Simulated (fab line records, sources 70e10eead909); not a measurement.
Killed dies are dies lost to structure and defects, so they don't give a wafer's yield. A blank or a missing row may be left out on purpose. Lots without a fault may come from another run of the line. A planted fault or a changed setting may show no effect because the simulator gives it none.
Which tool did it? | flow nand_harc | 12 lots, 36 wafers sampled, at 5 steps of a route of 1159

WHAT THE GAUGES READ, wafer by wafer
NHARC_P_M0_INSPECT_11. Usual: raw_defect_count 3.8, standard deviation 2.
lot  | measured     | on                | raw_defect_count | flag
L429 | day 6 02:02  | defect_inspect-02 | 5 3 5            |
L428 | day 6 06:37  | defect_inspect-01 | 5 7 1            |
L431 | day 6 19:50  | defect_inspect-01 | 2 6 5            |
L430 | day 6 21:58  | defect_inspect-02 | 3 1 2            |
L434 | day 7 15:53  | defect_inspect-01 | 6 1 2            |
L437 | day 8 05:53  | defect_inspect-02 | 3 4 3            |
L438 | day 8 13:24  | defect_inspect-02 | 5 7 0            |
L440 | day 9 01:38  | defect_inspect-01 | 5 4 7            |
L447 | day 10 20:12 | defect_inspect-02 | 7 3 7            |
L448 | day 11 01:47 | defect_inspect-02 | 4 7 1            |
L450 | day 11 06:06 | defect_inspect-01 | 2 4 6            |
L449 | day 11 06:25 | defect_inspect-01 | 2 1 2            |

NHARC_P_M0_THK_MEAS_24: measures by xrf. Usual: thk_nm 117.2 nm, standard deviation 1.5.
lot  | measured     | on            | thk_nm (nm)       | flag
L429 | day 6 04:25  | film_metro-01 | 118.2 116.7 118.9 |
L428 | day 6 09:00  | film_metro-01 | 122.3 116.8 116.9 |
L431 | day 6 22:13  | film_metro-02 | 120.5 117.3 116.7 |
L430 | day 7 00:22  | film_metro-02 | 115.1 117.3 118.3 |
L434 | day 7 18:18  | film_metro-01 | 116.8 118.0 115.7 |
L437 | day 8 08:16  | film_metro-01 | 114.8 117.6 116.6 |
L438 | day 8 15:49  | film_metro-02 | 116.6 116.2 118.3 |
L440 | day 9 04:32  | film_metro-01 | 117.0 117.5 115.3 |
L447 | day 10 22:37 | film_metro-01 | 119.3 116.2 115.4 |
L448 | day 11 04:13 | film_metro-02 | 114.8 118.1 115.3 |
L450 | day 11 08:31 | film_metro-01 | 116.1 116.8 117.6 |
L449 | day 11 08:55 | film_metro-01 | 114.8 114.6 119.5 |

NHARC_P_M1_CD_MEAS_09: target cd 130 nm. Usual: cd_nm 129.8 nm, standard deviation 0.72.
lot  | measured     | on        | cd_nm (nm)        | flag
L429 | day 6 06:07  | cd_sem-02 | 130.7 130.1 130.0 |
L428 | day 6 10:33  | cd_sem-03 | 131.6 130.7 129.9 |
L431 | day 6 23:44  | cd_sem-01 | 130.6 130.2 130.4 |
L430 | day 7 01:52  | cd_sem-01 | 129.0 129.3 129.0 |
L434 | day 7 19:58  | cd_sem-01 | 128.8 129.0 129.5 |
L437 | day 8 09:49  | cd_sem-02 | 130.0 129.7 129.5 |
L438 | day 8 17:22  | cd_sem-02 | 129.5 129.7 128.8 |
L440 | day 9 06:04  | cd_sem-01 | 129.5 129.7 130.1 |
L447 | day 11 00:10 | cd_sem-03 | 130.3 135.8 135.8 | OFF
L448 | day 11 05:55 | cd_sem-03 | 128.8 129.1 129.5 |
L450 | day 11 10:21 | cd_sem-02 | 129.3 129.5 129.0 |
L449 | day 11 10:49 | cd_sem-02 | 129.4 129.3 129.1 |

WHICH TOOL RAN EACH LOT (tool, then ch and the chambers of the sampled wafers, then the start)
lot  | NHARC_P_M0_PVD_20                       | NHARC_P_M1_PEB_07
L429 | pvd_sputter-02, day 6 04:25 or earlier  | litho_track-06 ch 0, day 6 06:01
L428 | pvd_sputter-03, day 6 09:00 or earlier  | litho_track-06 ch 0, day 6 10:29
L431 | pvd_sputter-02, day 6 22:13 or earlier  | litho_track-06 ch 0, day 6 23:40
L430 | pvd_sputter-02, day 7 00:22 or earlier  | litho_track-01 ch 0, day 7 01:47
L434 | pvd_sputter-02, day 7 18:18 or earlier  | litho_track-01 ch 0, day 7 19:54
L437 | pvd_sputter-02, day 8 08:16 or earlier  | litho_track-01 ch 0, day 8 09:45
L438 | pvd_sputter-03, day 8 15:49 or earlier  | litho_track-01 ch 0, day 8 17:17
L440 | pvd_sputter-03, day 9 04:32 or earlier  | litho_track-04 ch 0, day 9 05:59
L447 | pvd_sputter-01, day 10 22:37 or earlier | litho_track-06 ch 0, day 11 00:05
L448 | pvd_sputter-03, day 11 04:13 or earlier | litho_track-04 ch 0, day 11 05:50
L450 | pvd_sputter-03, day 11 08:31 or earlier | litho_track-04 ch 0, day 11 10:16
L449 | pvd_sputter-02, day 11 08:55 or earlier | litho_track-01 ch 0, day 11 10:44
- NHARC_P_M0_PVD_20: deposits TaN, target thk 5 nm, time 8.06 s.
- NHARC_P_M1_PEB_07: peb time 65 s.

WHAT THE TOOLS THEMSELVES READ (means of the sampled wafers that have a number; where no wafer has one, the mark that the record gives instead)
NHARC_P_M0_PVD_20. Usual: substrate_temp_c 50.00 C, standard deviation 0.11; throttle_valve_pct 30.1 %, standard deviation 0.59.
lot  | tool           | substrate_temp_c (C) | throttle_valve_pct (%) | flag
L429 | pvd_sputter-02 | 49.93                | 30.1                   |
L428 | pvd_sputter-03 | 49.98                | 30.1                   |
L431 | pvd_sputter-02 | 50.07                | 30.1                   |
L430 | pvd_sputter-02 | 50.05                | 30.1                   |
L434 | pvd_sputter-02 | 49.98                | 30.2                   |
L437 | pvd_sputter-02 | 50.03                | 30.2                   |
L438 | pvd_sputter-03 | 49.99                | 30.1                   |
L440 | pvd_sputter-03 | 49.97                | 29.9                   |
L447 | pvd_sputter-01 | 50.01                | 29.4                   |
L448 | pvd_sputter-03 | 50.02                | 30.3                   |
L450 | pvd_sputter-03 | 49.95                | 29.6                   |
L449 | pvd_sputter-02 | 50.07                | 30.0                   |

NHARC_P_M1_PEB_07. Usual: exhaust_pa 45.0 Pa, standard deviation 0.79.
lot  | tool           | exhaust_pa (Pa) | flag
L429 | litho_track-06 | 44.9            |
L428 | litho_track-06 | 44.7            |
L431 | litho_track-06 | 44.8            |
L430 | litho_track-01 | 45.9            |
L434 | litho_track-01 | 45.0            |
L437 | litho_track-01 | 44.8            |
L438 | litho_track-01 | 44.3            |
L440 | litho_track-04 | 45.2            |
L447 | litho_track-06 | 44.7            |
L448 | litho_track-04 | 44.8            |
L450 | litho_track-04 | 44.8            |
L449 | litho_track-01 | 45.0            |

THE ANSWER, worked out from the rows above alone
Rule: a lot is off if the mean of its wafers that have a number lies more than 3 standard deviations from the usual mean. A lot without any number at a reading at which 4 lots or more have one is off too. The other lots that the step has rows for count as sound. The gauges are gone through in route order, then the tools' own readings, and for those a lot's mean is taken as printed above. The first step at which some lot is off is used, and at that step the reading that is off furthest; a lot without a number counts as furthest.
Off: L447, at NHARC_P_M1_CD_MEAS_09 (cd_nm).
A tool fits if, at a process step before that reading, it ran every lot that is off, and no sound lot after the first of them. The gauges at NHARC_P_M1_CD_MEAS_09 are tried like those tools. NHARC_P_M0_PVD_20 gives no start for some lots, so the hours and the order of its lots are those of NHARC_P_M0_THK_MEAS_24. Can't be told from this: 2 tools fit, pvd_sputter-01 at NHARC_P_M0_PVD_20, litho_track-06 at NHARC_P_M1_PEB_07.

WHAT THE SIMULATOR HAD PUT IN
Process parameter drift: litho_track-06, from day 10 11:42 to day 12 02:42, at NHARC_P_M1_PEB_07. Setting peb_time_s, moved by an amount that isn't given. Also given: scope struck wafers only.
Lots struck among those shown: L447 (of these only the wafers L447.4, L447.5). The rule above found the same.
